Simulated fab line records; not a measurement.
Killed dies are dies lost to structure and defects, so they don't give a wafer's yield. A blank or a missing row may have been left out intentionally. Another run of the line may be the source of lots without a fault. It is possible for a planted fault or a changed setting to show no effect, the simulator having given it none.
fab line records || flow n5-finfet || part 2 of 2: steps 20 to 25 of 25
record: {"lots": 5, "wafers": 15, "last-day": 19}
route steps=1938 shown BEOL_M0_SAQP@697 BEOL_M0_CUTY@701 BEOL_M0@715
lots that met no fault: taken from a fault-free run of the same line
start-h: hours from the record's opening day to when the first of the lot's shown wafers began || wait-h: hours since the lot's step before || " the same as in the row above || L1.1+2: a row that stands for several wafers || - no value, or no start given || * or withheld: withheld || < > ~ a bound
route shown NAME@n: a module of which the file shows steps, and the number in the route of the first || usual: average and standard deviation across the fault-free wafers || same: alike in all rows || chamber/n: place in a boat || sites: per-site readings || _std_site: standard deviation across them || _edge_site: inner sites' mean taken away from outer sites' mean || radius-mm: how far each site lies from the wafer's centre || mask NAME#n: copy n || behind: the last tool/chamber to shape the wafer || hold: what put the lot on hold/how long, in hours/how the hold closed || device: transistor that didn't switch, given as n, p or np || end of line: the tests these same wafers got at the end of their route || a step without rows: its recipe alone || killed: count of dies lost to structure and defects at first sort (not the wafer's yield) || map: a wafer's dies, x killed, . not, _ none there
set.NAME: setting as actually run; set.NAME@STEP: the setting as run at that earlier step || model.NAME: the simulator's own value behind a step, which no gauge read
lots seen at some steps along the route; tables by step, rows by wafer
services: a tool's chamber out of use, with start hour (start-h, from the record's first day; less than 0 if before it), hours out, and reason
== steps ==
step: N5_BEOL_M0_HM_OPEN_105
recipe: {"chemistry": "Cl2/BCl3", "target-depth-a": 120, "target": "TiN", "ion-energy-ev": 150, "pressure-mtorr": 10, "icp-w": 1000, "bias-w": 126, "Cl2_flow_sccm": 53.25, "bcl3-flow-sccm": 21.75, "Ar_flow_sccm": 25}
usual: {"bias-w": "126.0/0.36", "drypump-motor-current-A": "5.6/0.56", "oes-product-au": "0.72/0.091", "throttle-valve-pct": "21.97/0.23"}
{"lot.wafer": "L081.2", "tool": "rie-metal-01", "chamber": 1, "start-h": 157.27, "wait-h": 2.9, "bias-w": 126.0, "drypump-motor-current-A": 5.1, "oes-product-au": 0.65, "rf-hours-counter-h": 107, "throttle-valve-pct": 22.01}
{"lot.wafer": "L081.3", "tool": "rie-metal-01", "chamber": 1, "start-h": 157.27, "wait-h": 2.9, "bias-w": 126.1, "drypump-motor-current-A": 5.1, "oes-product-au": 0.64, "rf-hours-counter-h": "-", "throttle-valve-pct": 22.02}
{"lot.wafer": "L081.5", "tool": "rie-metal-01", "chamber": 1, "start-h": 157.27, "wait-h": 2.9, "bias-w": 126.5, "drypump-motor-current-A": 5.1, "oes-product-au": 0.64, "rf-hours-counter-h": "-", "throttle-valve-pct": 22.00}
{"lot.wafer": "L083.4", "tool": "rie-metal-03", "chamber": 1, "start-h": 171.38, "wait-h": 2.8, "bias-w": 125.4, "drypump-motor-current-A": 5.1, "oes-product-au": 0.79, "rf-hours-counter-h": "-", "throttle-valve-pct": 21.73}
{"lot.wafer": "L083.5", "tool": "rie-metal-03", "chamber": 0, "start-h": 171.38, "wait-h": 2.8, "bias-w": 126.1, "drypump-motor-current-A": 5.3, "oes-product-au": 0.61, "rf-hours-counter-h": "-", "throttle-valve-pct": 22.17}
{"lot.wafer": "L083.6", "tool": "rie-metal-03", "chamber": 1, "start-h": 171.38, "wait-h": 2.8, "bias-w": 126.0, "drypump-motor-current-A": 5.1, "oes-product-au": 0.80, "rf-hours-counter-h": "-", "throttle-valve-pct": 21.74}
{"lot.wafer": "L086.2", "tool": "rie-metal-03", "chamber": 0, "start-h": 191.58, "wait-h": 4.3, "bias-w": 126.3, "drypump-motor-current-A": 5.3, "oes-product-au": 0.61, "rf-hours-counter-h": 125, "throttle-valve-pct": 22.17}
{"lot.wafer": "L086.3", "tool": "rie-metal-03", "chamber": 1, "start-h": 191.58, "wait-h": 4.3, "bias-w": 125.5, "drypump-motor-current-A": 5.1, "oes-product-au": 0.79, "rf-hours-counter-h": "-", "throttle-valve-pct": 21.73}
{"lot.wafer": "L086.6", "tool": "rie-metal-03", "chamber": 0, "start-h": 191.58, "wait-h": 4.3, "bias-w": 126.0, "drypump-motor-current-A": 5.3, "oes-product-au": 0.62, "rf-hours-counter-h": "-", "throttle-valve-pct": 22.17}
{"lot.wafer": "L088.1", "tool": "rie-metal-02", "chamber": 1, "start-h": 214.43, "wait-h": 6.8, "bias-w": 125.6, "drypump-motor-current-A": 5.9, "oes-product-au": 0.63, "rf-hours-counter-h": 104, "throttle-valve-pct": 22.14}
{"lot.wafer": "L088.2", "tool": "rie-metal-02", "chamber": 0, "start-h": 214.43, "wait-h": 6.8, "bias-w": 125.7, "drypump-motor-current-A": 5.7, "oes-product-au": 0.84, "rf-hours-counter-h": 17, "throttle-valve-pct": 21.64}
{"lot.wafer": "L088.4", "tool": "rie-metal-02", "chamber": 0, "start-h": 214.43, "wait-h": 6.8, "bias-w": 126.1, "drypump-motor-current-A": 5.7, "oes-product-au": 0.85, "rf-hours-counter-h": "-", "throttle-valve-pct": 21.63}
{"lot.wafer": "L096.1", "tool": "rie-metal-02", "chamber": 0, "start-h": 247.58, "wait-h": 3.1, "bias-w": 126.2, "drypump-motor-current-A": 5.7, "oes-product-au": 0.82, "rf-hours-counter-h": 20, "throttle-valve-pct": 21.64}
{"lot.wafer": "L096.2", "tool": "rie-metal-02", "chamber": 1, "start-h": 247.58, "wait-h": 3.1, "bias-w": 125.7, "drypump-motor-current-A": 5.9, "oes-product-au": 0.64, "rf-hours-counter-h": 107, "throttle-valve-pct": 22.10}
{"lot.wafer": "L096.6", "tool": "rie-metal-02", "chamber": 1, "start-h": 247.58, "wait-h": 3.1, "bias-w": 125.4, "drypump-motor-current-A": 5.9, "oes-product-au": 0.63, "rf-hours-counter-h": "-", "throttle-valve-pct": 22.15}
step: N5_BEOL_M0_STRIP_140
recipe: {"chemistry": "CF4", "resist": "SiARC", "power-w": 300, "bias-power-w": 75, "pressure-mtorr": 50, "cf4-flow-sccm": 150, "rf-frequency-hz": 6e+07}
usual: {"drypump-motor-current-A": "5.6/0.52", "oes-product-au": "0.81/0.08", "rf-vpp-V": "271.6/1.8", "showerhead-plenum-p-Torr": "1.81/0.067", "throttle-valve-pct": "13.53/0.2"}
{"lot.wafer": "L081.2", "tool": "rie-diel-04", "chamber": 1, "start-h": 157.49, "wait-h": 0.2, "drypump-motor-current-A": 5.7, "oes-product-au": 0.75, "rf-hours-counter-h": 169, "rf-vpp-V": 270.3, "showerhead-plenum-p-Torr": 1.73, "throttle-valve-pct": 13.42}
{"lot.wafer": "L081.3", "tool": "rie-diel-04", "chamber": 0, "start-h": 157.49, "wait-h": 0.2, "drypump-motor-current-A": 5.0, "oes-product-au": 0.81, "rf-hours-counter-h": 85, "rf-vpp-V": 271.6, "showerhead-plenum-p-Torr": 1.73, "throttle-valve-pct": 13.48}
{"lot.wafer": "L081.5", "tool": "rie-diel-04", "chamber": 1, "start-h": 157.49, "wait-h": 0.2, "drypump-motor-current-A": 5.7, "oes-product-au": 0.76, "rf-hours-counter-h": "-", "rf-vpp-V": 270.8, "showerhead-plenum-p-Torr": 1.73, "throttle-valve-pct": 13.41}
{"lot.wafer": "L083.4", "tool": "rie-diel-06", "chamber": 1, "start-h": 172.09, "wait-h": 0.7, "drypump-motor-current-A": 5.9, "oes-product-au": 0.89, "rf-hours-counter-h": 32, "rf-vpp-V": 271.2, "showerhead-plenum-p-Torr": 1.92, "throttle-valve-pct": 13.46}
{"lot.wafer": "L083.5", "tool": "rie-diel-06", "chamber": 0, "start-h": 172.09, "wait-h": 0.7, "drypump-motor-current-A": 5.3, "oes-product-au": 0.93, "rf-hours-counter-h": "-", "rf-vpp-V": 269.1, "showerhead-plenum-p-Torr": 1.84, "throttle-valve-pct": 13.45}
{"lot.wafer": "L083.6", "tool": "rie-diel-06", "chamber": 1, "start-h": 172.09, "wait-h": 0.7, "drypump-motor-current-A": 5.9, "oes-product-au": 0.90, "rf-hours-counter-h": "-", "rf-vpp-V": 272.2, "showerhead-plenum-p-Torr": 1.91, "throttle-valve-pct": 13.44}
{"lot.wafer": "L086.2", "tool": "rie-diel-06", "chamber": 2, "start-h": 191.77, "wait-h": 0.1, "drypump-motor-current-A": 5.3, "oes-product-au": 0.68, "rf-hours-counter-h": 246, "rf-vpp-V": 271.4, "showerhead-plenum-p-Torr": 1.84, "throttle-valve-pct": 13.87}
{"lot.wafer": "L086.3", "tool": "rie-diel-06", "chamber": 3, "start-h": 191.77, "wait-h": 0.1, "drypump-motor-current-A": 4.9, "oes-product-au": 0.89, "rf-hours-counter-h": 29, "rf-vpp-V": 272.1, "showerhead-plenum-p-Torr": 1.90, "throttle-valve-pct": 13.66}
{"lot.wafer": "L086.6", "tool": "rie-diel-06", "chamber": 1, "start-h": 191.77, "wait-h": 0.1, "drypump-motor-current-A": 5.9, "oes-product-au": 0.88, "rf-hours-counter-h": "-", "rf-vpp-V": 274.7, "showerhead-plenum-p-Torr": 1.91, "throttle-valve-pct": 13.45}
{"lot.wafer": "L088.1", "tool": "rie-diel-04", "chamber": 3, "start-h": 214.65, "wait-h": 0.2, "drypump-motor-current-A": 5.8, "oes-product-au": 0.69, "rf-hours-counter-h": 199, "rf-vpp-V": 271.4, "showerhead-plenum-p-Torr": 1.78, "throttle-valve-pct": 13.57}
{"lot.wafer": "L088.2", "tool": "rie-diel-04", "chamber": 1, "start-h": 214.65, "wait-h": 0.2, "drypump-motor-current-A": 5.7, "oes-product-au": 0.73, "rf-hours-counter-h": 188, "rf-vpp-V": 270.0, "showerhead-plenum-p-Torr": 1.72, "throttle-valve-pct": 13.47}
{"lot.wafer": "L088.4", "tool": "rie-diel-04", "chamber": 2, "start-h": 214.65, "wait-h": 0.2, "drypump-motor-current-A": 6.7, "oes-product-au": 0.66, "rf-hours-counter-h": 227, "rf-vpp-V": 269.8, "showerhead-plenum-p-Torr": 1.76, "throttle-valve-pct": 14.03}
{"lot.wafer": "L096.1", "tool": "rie-diel-06", "chamber": 0, "start-h": 247.81, "wait-h": 0.2, "drypump-motor-current-A": 5.3, "oes-product-au": 0.86, "rf-hours-counter-h": 42, "rf-vpp-V": 273.3, "showerhead-plenum-p-Torr": 1.83, "throttle-valve-pct": 13.48}
{"lot.wafer": "L096.2", "tool": "rie-diel-06", "chamber": 1, "start-h": 247.81, "wait-h": 0.2, "drypump-motor-current-A": 5.9, "oes-product-au": 0.85, "rf-hours-counter-h": 61, "rf-vpp-V": 272.2, "showerhead-plenum-p-Torr": 1.91, "throttle-valve-pct": 13.48}
{"lot.wafer": "L096.6", "tool": "rie-diel-06", "chamber": 3, "start-h": 247.81, "wait-h": 0.2, "drypump-motor-current-A": 4.9, "oes-product-au": 0.88, "rf-hours-counter-h": "-", "rf-vpp-V": 273.7, "showerhead-plenum-p-Torr": 1.90, "throttle-valve-pct": 13.69}
step: N5_BEOL_M0_STRIP_104
recipe: {"chemistry": "N2/H2", "power-w": 450, "temp-c": 40, "pressure-mtorr": 20, "rf-frequency-hz": 6e+07, "overash-fraction": 0.3, "bias-power-w": 7, "h2-frac": 0.5, "n2-flow-sccm": 200, "h2-flow-sccm": 200}
usual: {"drypump-motor-current-A": "5.6/0.52", "oes-product-au": "0.82/0.087", "rf-vpp-V": "59.1/1.8", "showerhead-plenum-p-Torr": "2.56/0.094", "throttle-valve-pct": "23.51/0.28"}
{"lot.wafer": "L081.2", "tool": "rie-diel-04", "chamber": 1, "start-h": 157.51, "wait-h": 0.0, "drypump-motor-current-A": 5.7, "oes-product-au": 0.74, "rf-hours-counter-h": 169, "rf-vpp-V": 59.1, "showerhead-plenum-p-Torr": 2.43, "throttle-valve-pct": 23.11}
{"lot.wafer": "L081.3", "tool": "rie-diel-04", "chamber": 0, "start-h": 157.51, "wait-h": 0.0, "drypump-motor-current-A": 5.0, "oes-product-au": 0.83, "rf-hours-counter-h": 85, "rf-vpp-V": 57.5, "showerhead-plenum-p-Torr": 2.45, "throttle-valve-pct": 23.70}
{"lot.wafer": "L081.5", "tool": "rie-diel-04", "chamber": 1, "start-h": 157.51, "wait-h": 0.0, "drypump-motor-current-A": 5.7, "oes-product-au": 0.75, "rf-hours-counter-h": "-", "rf-vpp-V": 60.0, "showerhead-plenum-p-Torr": 2.43, "throttle-valve-pct": 23.11}
{"lot.wafer": "L083.4", "tool": "rie-diel-06", "chamber": 1, "start-h": 172.11, "wait-h": 0.0, "drypump-motor-current-A": 5.9, "oes-product-au": 0.89, "rf-hours-counter-h": 32, "rf-vpp-V": 59.4, "showerhead-plenum-p-Torr": 2.71, "throttle-valve-pct": 23.55}
{"lot.wafer": "L083.5", "tool": "rie-diel-06", "chamber": 0, "start-h": 172.11, "wait-h": 0.0, "drypump-motor-current-A": 5.3, "oes-product-au": 0.93, "rf-hours-counter-h": "-", "rf-vpp-V": 59.4, "showerhead-plenum-p-Torr": 2.59, "throttle-valve-pct": 23.71}
{"lot.wafer": "L083.6", "tool": "rie-diel-06", "chamber": 1, "start-h": 172.11, "wait-h": 0.0, "drypump-motor-current-A": 5.9, "oes-product-au": 0.90, "rf-hours-counter-h": "-", "rf-vpp-V": 59.5, "showerhead-plenum-p-Torr": 2.70, "throttle-valve-pct": 23.53}
{"lot.wafer": "L086.2", "tool": "rie-diel-06", "chamber": 2, "start-h": 191.79, "wait-h": 0.0, "drypump-motor-current-A": 5.4, "oes-product-au": 0.68, "rf-hours-counter-h": 246, "rf-vpp-V": 60.9, "showerhead-plenum-p-Torr": 2.58, "throttle-valve-pct": 23.59}
{"lot.wafer": "L086.3", "tool": "rie-diel-06", "chamber": 3, "start-h": 191.79, "wait-h": 0.0, "drypump-motor-current-A": 5.0, "oes-product-au": 0.94, "rf-hours-counter-h": 29, "rf-vpp-V": 60.1, "showerhead-plenum-p-Torr": 2.68, "throttle-valve-pct": 23.40}
{"lot.wafer": "L086.6", "tool": "rie-diel-06", "chamber": 1, "start-h": 191.79, "wait-h": 0.0, "drypump-motor-current-A": 5.9, "oes-product-au": 0.89, "rf-hours-counter-h": "-", "rf-vpp-V": 58.1, "showerhead-plenum-p-Torr": 2.70, "throttle-valve-pct": 23.53}
{"lot.wafer": "L088.1", "tool": "rie-diel-04", "chamber": 3, "start-h": 214.67, "wait-h": 0.0, "drypump-motor-current-A": 5.8, "oes-product-au": 0.69, "rf-hours-counter-h": 199, "rf-vpp-V": 60.6, "showerhead-plenum-p-Torr": 2.51, "throttle-valve-pct": 23.15}
{"lot.wafer": "L088.2", "tool": "rie-diel-04", "chamber": 1, "start-h": 214.67, "wait-h": 0.0, "drypump-motor-current-A": 5.8, "oes-product-au": 0.73, "rf-hours-counter-h": 188, "rf-vpp-V": 57.8, "showerhead-plenum-p-Torr": 2.42, "throttle-valve-pct": 23.12}
{"lot.wafer": "L088.4", "tool": "rie-diel-04", "chamber": 2, "start-h": 214.67, "wait-h": 0.0, "drypump-motor-current-A": 6.8, "oes-product-au": 0.66, "rf-hours-counter-h": 227, "rf-vpp-V": 61.0, "showerhead-plenum-p-Torr": 2.50, "throttle-valve-pct": 24.06}
{"lot.wafer": "L096.1", "tool": "rie-diel-06", "chamber": 0, "start-h": 247.83, "wait-h": 0.0, "drypump-motor-current-A": 5.3, "oes-product-au": 0.87, "rf-hours-counter-h": 42, "rf-vpp-V": 61.1, "showerhead-plenum-p-Torr": 2.58, "throttle-valve-pct": 23.74}
{"lot.wafer": "L096.2", "tool": "rie-diel-06", "chamber": 1, "start-h": 247.83, "wait-h": 0.0, "drypump-motor-current-A": 5.9, "oes-product-au": 0.87, "rf-hours-counter-h": 61, "rf-vpp-V": 57.5, "showerhead-plenum-p-Torr": 2.69, "throttle-valve-pct": 23.55}
{"lot.wafer": "L096.6", "tool": "rie-diel-06", "chamber": 3, "start-h": 247.83, "wait-h": 0.0, "drypump-motor-current-A": 5.0, "oes-product-au": 0.89, "rf-hours-counter-h": "-", "rf-vpp-V": 59.5, "showerhead-plenum-p-Torr": 2.67, "throttle-valve-pct": 23.38}
step: N5_BEOL_M0_WET_ETCH_106
recipe: {"chemistry": "DHF", "dilution": "10:1", "temp-c": 25, "target": "SiO2", "target-depth-a": 1300, "dry": "ipa-marangoni", "rinse-time-s": 30, "rinse-temp-c": 23}
{"lot.wafer": "L081.2+3+5", "tool": "wet-bench-01", "chamber": "6,7,2", "start-h": 157.58, "wait-h": "-"}
{"lot.wafer": "L083.4+5+6", "tool": "wet-bench-05", "chamber": "0,1,3", "start-h": 172.18, "wait-h": "-"}
{"lot.wafer": "L086.2+3+6", "tool": "wet-bench-05", "chamber": "7,4,0", "start-h": 191.86, "wait-h": "-"}
{"lot.wafer": "L088.1+2+4", "tool": "wet-bench-02", "chamber": "4,1,5", "start-h": 214.74, "wait-h": "-"}
{"lot.wafer": "L096.1+2+6", "tool": "wet-bench-05", "chamber": "7,0,6", "start-h": 247.90, "wait-h": "-"}
step: N5_BEOL_M0_ETCH_128
recipe: {"chemistry": "CF4/N2", "target-depth-a": 120, "overetch-a": 51, "target": "SiCN", "time-s": 21.4, "ion-energy-ev": 150, "pressure-mtorr": 40, "source-w": 430, "bias-w": 70, "Ar_flow_sccm": 100, "cf4-flow-sccm": 60, "n2-flow-sccm": 60}
usual: {"bias-w": "70.00/0.19", "drypump-motor-current-A": "5.7/0.53", "oes-product-au": "0.56/0.058", "rf-vpp-V": "382.7/1.9", "showerhead-plenum-p-Torr": "2.22/0.079", "throttle-valve-pct": "15.40/0.21"}
{"lot.wafer": "L081.2", "tool": "rie-diel-04", "chamber": 0, "start-h": 157.84, "wait-h": 0.2, "bias-w": 70.07, "drypump-motor-current-A": 4.9, "oes-product-au": 0.56, "rf-hours-counter-h": 86, "rf-vpp-V": 381.1, "showerhead-plenum-p-Torr": 2.14, "throttle-valve-pct": 15.40}
{"lot.wafer": "L081.3", "tool": "rie-diel-04", "chamber": 3, "start-h": 157.84, "wait-h": 0.2, "bias-w": 70.00, "drypump-motor-current-A": 5.8, "oes-product-au": 0.48, "rf-hours-counter-h": 181, "rf-vpp-V": 381.2, "showerhead-plenum-p-Torr": 2.20, "throttle-valve-pct": 15.37}
{"lot.wafer": "L081.5", "tool": "rie-diel-04", "chamber": 1, "start-h": 157.84, "wait-h": 0.2, "bias-w": 70.10, "drypump-motor-current-A": 5.7, "oes-product-au": 0.51, "rf-hours-counter-h": "-", "rf-vpp-V": 380.6, "showerhead-plenum-p-Torr": 2.11, "throttle-valve-pct": 15.17}
{"lot.wafer": "L083.4", "tool": "rie-diel-06", "chamber": 0, "start-h": 172.26, "wait-h": 0.1, "bias-w": 70.22, "drypump-motor-current-A": 5.2, "oes-product-au": 0.65, "rf-hours-counter-h": 13, "rf-vpp-V": 382.9, "showerhead-plenum-p-Torr": 2.25, "throttle-valve-pct": 15.25}
{"lot.wafer": "L083.5", "tool": "rie-diel-06", "chamber": 0, "start-h": 172.26, "wait-h": 0.1, "bias-w": 69.80, "drypump-motor-current-A": 5.3, "oes-product-au": 0.64, "rf-hours-counter-h": "-", "rf-vpp-V": 385.3, "showerhead-plenum-p-Torr": 2.25, "throttle-valve-pct": 15.25}
{"lot.wafer": "L083.6", "tool": "rie-diel-06", "chamber": 1, "start-h": 172.26, "wait-h": 0.1, "bias-w": 70.13, "drypump-motor-current-A": 5.9, "oes-product-au": 0.61, "rf-hours-counter-h": "-", "rf-vpp-V": 385.3, "showerhead-plenum-p-Torr": 2.35, "throttle-valve-pct": 15.29}
{"lot.wafer": "L086.2", "tool": "rie-diel-06", "chamber": 2, "start-h": 192.23, "wait-h": 0.3, "bias-w": 70.25, "drypump-motor-current-A": 5.3, "oes-product-au": 0.47, "rf-hours-counter-h": 246, "rf-vpp-V": 382.9, "showerhead-plenum-p-Torr": 2.25, "throttle-valve-pct": 15.67}
{"lot.wafer": "L086.3", "tool": "rie-diel-06", "chamber": 1, "start-h": 192.23, "wait-h": 0.3, "bias-w": 70.20, "drypump-motor-current-A": 5.9, "oes-product-au": 0.62, "rf-hours-counter-h": 39, "rf-vpp-V": 385.9, "showerhead-plenum-p-Torr": 2.35, "throttle-valve-pct": 15.28}
{"lot.wafer": "L086.6", "tool": "rie-diel-06", "chamber": 0, "start-h": 192.23, "wait-h": 0.3, "bias-w": 69.80, "drypump-motor-current-A": 5.3, "oes-product-au": 0.63, "rf-hours-counter-h": "-", "rf-vpp-V": 382.6, "showerhead-plenum-p-Torr": 2.25, "throttle-valve-pct": 15.26}
{"lot.wafer": "L088.1", "tool": "rie-diel-04", "chamber": 1, "start-h": 214.82, "wait-h": 0.1, "bias-w": 69.85, "drypump-motor-current-A": 5.7, "oes-product-au": 0.49, "rf-hours-counter-h": 188, "rf-vpp-V": 379.7, "showerhead-plenum-p-Torr": 2.11, "throttle-valve-pct": 15.22}
{"lot.wafer": "L088.2", "tool": "rie-diel-04", "chamber": 2, "start-h": 214.82, "wait-h": 0.1, "bias-w": 69.65, "drypump-motor-current-A": 6.8, "oes-product-au": 0.47, "rf-hours-counter-h": 227, "rf-vpp-V": 381.9, "showerhead-plenum-p-Torr": 2.18, "throttle-valve-pct": 15.90}
{"lot.wafer": "L088.4", "tool": "rie-diel-04", "chamber": 0, "start-h": 214.82, "wait-h": 0.1, "bias-w": 69.93, "drypump-motor-current-A": 4.9, "oes-product-au": 0.56, "rf-hours-counter-h": 104, "rf-vpp-V": 381.5, "showerhead-plenum-p-Torr": 2.14, "throttle-valve-pct": 15.45}
{"lot.wafer": "L096.1", "tool": "rie-diel-06", "chamber": 3, "start-h": 248.12, "wait-h": 0.2, "bias-w": 69.94, "drypump-motor-current-A": 5.0, "oes-product-au": 0.60, "rf-hours-counter-h": 49, "rf-vpp-V": 385.1, "showerhead-plenum-p-Torr": 2.34, "throttle-valve-pct": 15.60}
{"lot.wafer": "L096.2", "tool": "rie-diel-06", "chamber": 1, "start-h": 248.12, "wait-h": 0.2, "bias-w": 69.76, "drypump-motor-current-A": 5.9, "oes-product-au": 0.59, "rf-hours-counter-h": 61, "rf-vpp-V": 383.9, "showerhead-plenum-p-Torr": 2.34, "throttle-valve-pct": 15.33}
{"lot.wafer": "L096.6", "tool": "rie-diel-06", "chamber": 2, "start-h": 248.12, "wait-h": 0.2, "bias-w": 70.19, "drypump-motor-current-A": 5.4, "oes-product-au": 0.65, "rf-hours-counter-h": "-", "rf-vpp-V": 384.2, "showerhead-plenum-p-Torr": 2.25, "throttle-valve-pct": 15.19}
step: N5_BEOL_M0_TRENCH_ETCH_107
recipe: {"chemistry": "C4F6/O2", "target-depth-a": 328, "target": "SiOC", "time-s": 16.4, "ion-energy-ev": 250, "pressure-mtorr": 30, "source-w": 355, "bias-w": 185, "Ar_flow_sccm": 300, "C4F6_flow_sccm": 10, "O2_flow_sccm": 10}
usual: {"bias-w": "184.9/0.56", "drypump-motor-current-A": "5.7/0.53", "oes-product-au": "0.80/0.087", "rf-vpp-V": "666/10", "showerhead-plenum-p-Torr": "2.87/0.1", "throttle-valve-pct": "20.87/0.23"}
{"lot.wafer": "L081.2", "tool": "rie-diel-04", "chamber": 0, "start-h": 157.88, "wait-h": 0.0, "bias-w": 184.4, "drypump-motor-current-A": 4.9, "oes-product-au": 0.81, "rf-hours-counter-h": 86, "rf-vpp-V": 651, "showerhead-plenum-p-Torr": 2.78, "throttle-valve-pct": 20.98}
{"lot.wafer": "L081.3", "tool": "rie-diel-04", "chamber": 3, "start-h": 157.88, "wait-h": 0.0, "bias-w": 185.3, "drypump-motor-current-A": 5.8, "oes-product-au": 0.71, "rf-hours-counter-h": 181, "rf-vpp-V": 653, "showerhead-plenum-p-Torr": 2.86, "throttle-valve-pct": 20.83}
{"lot.wafer": "L081.5", "tool": "rie-diel-04", "chamber": 1, "start-h": 157.88, "wait-h": 0.0, "bias-w": 184.6, "drypump-motor-current-A": 5.7, "oes-product-au": 0.75, "rf-hours-counter-h": "-", "rf-vpp-V": 657, "showerhead-plenum-p-Torr": 2.72, "throttle-valve-pct": 20.45}
{"lot.wafer": "L083.4", "tool": "rie-diel-06", "chamber": 0, "start-h": 172.30, "wait-h": 0.0, "bias-w": 184.7, "drypump-motor-current-A": 5.3, "oes-product-au": 0.93, "rf-hours-counter-h": 13, "rf-vpp-V": 664, "showerhead-plenum-p-Torr": 2.88, "throttle-valve-pct": 20.66}
{"lot.wafer": "L083.5", "tool": "rie-diel-06", "chamber": 0, "start-h": 172.30, "wait-h": 0.0, "bias-w": 184.9, "drypump-motor-current-A": 5.3, "oes-product-au": 0.93, "rf-hours-counter-h": "-", "rf-vpp-V": 664, "showerhead-plenum-p-Torr": 2.88, "throttle-valve-pct": 20.64}
{"lot.wafer": "L083.6", "tool": "rie-diel-06", "chamber": 1, "start-h": 172.30, "wait-h": 0.0, "bias-w": 185.0, "drypump-motor-current-A": 5.9, "oes-product-au": 0.90, "rf-hours-counter-h": "-", "rf-vpp-V": 673, "showerhead-plenum-p-Torr": 3.03, "throttle-valve-pct": 20.76}
{"lot.wafer": "L086.2", "tool": "rie-diel-06", "chamber": 2, "start-h": 192.27, "wait-h": 0.0, "bias-w": 184.7, "drypump-motor-current-A": 5.4, "oes-product-au": 0.69, "rf-hours-counter-h": 246, "rf-vpp-V": 668, "showerhead-plenum-p-Torr": 2.91, "throttle-valve-pct": 21.03}
{"lot.wafer": "L086.3", "tool": "rie-diel-06", "chamber": 1, "start-h": 192.27, "wait-h": 0.0, "bias-w": 185.4, "drypump-motor-current-A": 5.9, "oes-product-au": 0.90, "rf-hours-counter-h": 39, "rf-vpp-V": 673, "showerhead-plenum-p-Torr": 3.02, "throttle-valve-pct": 20.77}
{"lot.wafer": "L086.6", "tool": "rie-diel-06", "chamber": 0, "start-h": 192.27, "wait-h": 0.0, "bias-w": 184.9, "drypump-motor-current-A": 5.3, "oes-product-au": 0.91, "rf-hours-counter-h": "-", "rf-vpp-V": 666, "showerhead-plenum-p-Torr": 2.88, "throttle-valve-pct": 20.67}
{"lot.wafer": "L088.1", "tool": "rie-diel-04", "chamber": 1, "start-h": 214.87, "wait-h": 0.0, "bias-w": 185.8, "drypump-motor-current-A": 5.8, "oes-product-au": 0.73, "rf-hours-counter-h": 188, "rf-vpp-V": 657, "showerhead-plenum-p-Torr": 2.71, "throttle-valve-pct": 20.49}
{"lot.wafer": "L088.2", "tool": "rie-diel-04", "chamber": 2, "start-h": 214.87, "wait-h": 0.0, "bias-w": 185.1, "drypump-motor-current-A": 6.8, "oes-product-au": 0.66, "rf-hours-counter-h": 227, "rf-vpp-V": 666, "showerhead-plenum-p-Torr": 2.82, "throttle-valve-pct": 21.39}
{"lot.wafer": "L088.4", "tool": "rie-diel-04", "chamber": 0, "start-h": 214.87, "wait-h": 0.0, "bias-w": 185.2, "drypump-motor-current-A": 4.9, "oes-product-au": 0.81, "rf-hours-counter-h": 104, "rf-vpp-V": 651, "showerhead-plenum-p-Torr": 2.78, "throttle-valve-pct": 21.01}
{"lot.wafer": "L096.1", "tool": "rie-diel-06", "chamber": 3, "start-h": 248.16, "wait-h": 0.0, "bias-w": 185.4, "drypump-motor-current-A": 5.0, "oes-product-au": 0.89, "rf-hours-counter-h": 49, "rf-vpp-V": 678, "showerhead-plenum-p-Torr": 3.03, "throttle-valve-pct": 21.17}
{"lot.wafer": "L096.2", "tool": "rie-diel-06", "chamber": 1, "start-h": 248.16, "wait-h": 0.0, "bias-w": 185.4, "drypump-motor-current-A": 5.9, "oes-product-au": 0.87, "rf-hours-counter-h": 61, "rf-vpp-V": 672, "showerhead-plenum-p-Torr": 3.01, "throttle-valve-pct": 20.81}
{"lot.wafer": "L096.6", "tool": "rie-diel-06", "chamber": 2, "start-h": 248.16, "wait-h": 0.0, "bias-w": 184.6, "drypump-motor-current-A": 5.4, "oes-product-au": 0.95, "rf-hours-counter-h": "-", "rf-vpp-V": 668, "showerhead-plenum-p-Torr": 2.90, "throttle-valve-pct": 20.71}
== services ==
{"tool": "ald-sin-03", "chamber": 1, "start-h": 130.03, "hours": 1.8, "kind": "repair"}
{"tool": "arfi-scanner-02", "chamber": "-", "start-h": 134.25, "hours": 4.9, "kind": "pm"}
{"tool": "arfi-scanner-03", "chamber": "-", "start-h": 138.88, "hours": 1.3, "kind": "pm"}
{"tool": "rie-diel-05", "chamber": 1, "start-h": 140.73, "hours": 9.1, "kind": "repair"}
{"tool": "rie-diel-04", "chamber": 2, "start-h": 142.43, "hours": 9.2, "kind": "repair"}
{"tool": "rie-diel-01", "chamber": 3, "start-h": 144.44, "hours": 4.0, "kind": "repair"}
{"tool": "arfi-scanner-02", "chamber": "-", "start-h": 158.44, "hours": 0.8, "kind": "pm"}
{"tool": "rie-diel-04", "chamber": 3, "start-h": 166.11, "hours": 2.1, "kind": "repair"}
{"tool": "ald-sin-04", "chamber": "-", "start-h": 176.75, "hours": 14.0, "kind": "pm"}
{"tool": "rie-diel-02", "chamber": 2, "start-h": 177.07, "hours": 8.7, "kind": "repair"}
{"tool": "rie-metal-02", "chamber": "-", "start-h": 181.30, "hours": 1.0, "kind": "repair"}
{"tool": "arfi-scanner-02", "chamber": "-", "start-h": 181.43, "hours": 1.0, "kind": "pm"}
{"tool": "arfi-scanner-02", "chamber": "-", "start-h": 186.78, "hours": 1.0, "kind": "pm"}
{"tool": "arfi-scanner-01", "chamber": "-", "start-h": 191.09, "hours": 1.3, "kind": "pm"}
{"tool": "ald-sin-04", "chamber": 1, "start-h": 194.15, "hours": 6.7, "kind": "repair"}
{"tool": "ald-sin-03", "chamber": "-", "start-h": 194.21, "hours": 6.0, "kind": "pm"}
{"tool": "rie-diel-06", "chamber": "-", "start-h": 202.66, "hours": 1.0, "kind": "repair"}
{"tool": "rie-diel-02", "chamber": 1, "start-h": 203.82, "hours": 16.6, "kind": "repair"}
{"tool": "rie-diel-01", "chamber": 3, "start-h": 205.00, "hours": 4.9, "kind": "repair"}
{"tool": "rie-metal-03", "chamber": 0, "start-h": 205.63, "hours": 1.3, "kind": "repair"}
{"tool": "arfi-scanner-02", "chamber": "-", "start-h": 221.95, "hours": 3.9, "kind": "pm"}
{"tool": "ald-sin-03", "chamber": 2, "start-h": 223.34, "hours": 3.2, "kind": "repair"}
{"tool": "rie-diel-05", "chamber": 0, "start-h": 227.75, "hours": 9.5, "kind": "repair"}
{"tool": "wet-bench-05", "chamber": "-", "start-h": 239.02, "hours": 1.1, "kind": "repair"}
